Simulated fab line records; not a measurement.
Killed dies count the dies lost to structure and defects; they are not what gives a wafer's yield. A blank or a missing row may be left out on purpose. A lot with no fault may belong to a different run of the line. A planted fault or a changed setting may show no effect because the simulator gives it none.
Matching of chambers -- flow n5_finfet -- N5_BEOL_M14_DEP_53 on pecvd-01: 3 sister chambers
The step deposits SiCN from 3MS/NH3, target thk 50 nm, time 17.8 s. 6 wafers are shown with their chamber, then 8 later ones without.

WAFERS, EACH WITH ITS CHAMBER
wafer,chamber,throttle_valve_pct (%),showerhead_plenum_p_Torr (Torr)
L085.6,2,18.6,4.141
L087.3,0,18.1,4.160
L087.5,0,18.3,4.142
L093.4,1,17.6,4.178
L093.6,2,18.5,4.144
L090.1,1,17.4,4.163

WAFERS WITHOUT THEIR CHAMBER
wafer,throttle_valve_pct (%),showerhead_plenum_p_Torr (Torr)
L090.3,18.5,4.153
L090.5,17.6,4.171
L095.1,18.3,4.163
L095.3,17.4,4.175
L095.6,17.9,4.162
L097.1,18.6,4.154
L097.3,18.5,4.151
L097.6,18.8,4.142

EACH ONE'S CHAMBER
wafer,from the rows above,in truth
L090.3,can't be placed: 2 or 0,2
L090.5,1,1
L095.1,can't be placed: 0 or 2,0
L095.3,1,1
L095.6,can't be placed: 0 or 1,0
L097.1,2,2
L097.3,can't be placed: 2 or 0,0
L097.6,2,2
Correct placement for 4 of the 8. These rows do not allow placing 4 (true chamber among the candidates in 4). Placed wrongly: 0.
How it was worked out, from the rows above alone: a wafer's distance from a chamber is the root of the sum, over the readings, of the square of ((its reading less the chamber's mean) divided by the reading's scatter). If the next closest chamber is less than 2 further off than the closest, the wafer can't be placed; otherwise it belongs to the closest. Each chamber's mean is taken over the wafers shown for it. How the scatter is found: for the shown wafers, subtract from each reading the mean of its chamber, square and add these, divide the total by (wafers less chambers), then take the root.
